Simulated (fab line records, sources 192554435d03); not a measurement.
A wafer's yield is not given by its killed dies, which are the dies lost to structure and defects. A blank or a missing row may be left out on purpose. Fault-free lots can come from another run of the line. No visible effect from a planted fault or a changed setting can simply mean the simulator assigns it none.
Which of the tools did it? :: flow n5Finfet :: route of 1938 steps, sampled at 1 step: 12 lots, 36 wafers

## WHAT THE GAUGES READ, wafer by wafer
N5_BEOL_M7_RS_MEAS_57: measures by four-point-probe.
lot: L078
measured: day 11 12:14
on: filmMetro-01
M7_RS (ohm/sq): 0.287 0.286 0.284

lot: L077
measured: day 11 23:11
on: filmMetro-02
M7_RS (ohm/sq): 0.282 0.277 0.278

lot: L080
measured: day 12 01:05
on: filmMetro-02
M7_RS (ohm/sq): 0.296 0.300 0.285

lot: L082
measured: day 12 20:23
on: filmMetro-01
M7_RS (ohm/sq): 0.290 0.282 0.286

lot: L083
measured: day 12 23:40
on: filmMetro-02
M7_RS (ohm/sq): 0.271 0.271 0.269

lot: L085
measured: day 14 02:40
on: filmMetro-01
M7_RS (ohm/sq): 0.283 0.282 0.280

lot: L087
measured: day 14 13:56
on: filmMetro-02
M7_RS (ohm/sq): 0.270 0.270 0.274

lot: L089
measured: day 15 01:36
on: filmMetro-01
M7_RS (ohm/sq): 0.288 0.280 0.278

lot: L090
measured: day 15 10:11
on: filmMetro-02
M7_RS (ohm/sq): 0.280 0.287 0.294

lot: L092
measured: day 15 19:09
on: filmMetro-02
M7_RS (ohm/sq): 0.283 0.277 0.296

lot: L096
measured: day 16 22:02
on: filmMetro-01
M7_RS (ohm/sq): 0.270 0.282 0.291

lot: L097
measured: day 18 02:08
on: filmMetro-02
M7_RS (ohm/sq): 0.272 0.279 0.284

## EACH LOT AND THE TOOL THAT RAN IT (in order: tool; ch and the chambers of the sampled wafers; start)
No process step before these readings appears in the record.

## THE ANSWER, worked out from the rows above alone
Rule: the usual values come from the lots themselves. Put in order of their means at a reading, lots are off if they are a third of the lots or fewer, leave a main group of 4 or more, and stand apart from it by a gap of 3 or more times the standard deviation of the main group's means; of several such gaps the widest counts. Not used: any main group whose means are identical at the precision the tables above print for the reading. Also off: a lot with no number at a reading for which 4 or more lots have one. Any other lot the step has rows for is counted as sound.
Nothing can be told from this: no lot is off at any reading shown.

## WHAT WAS PUT IN BY THE SIMULATOR
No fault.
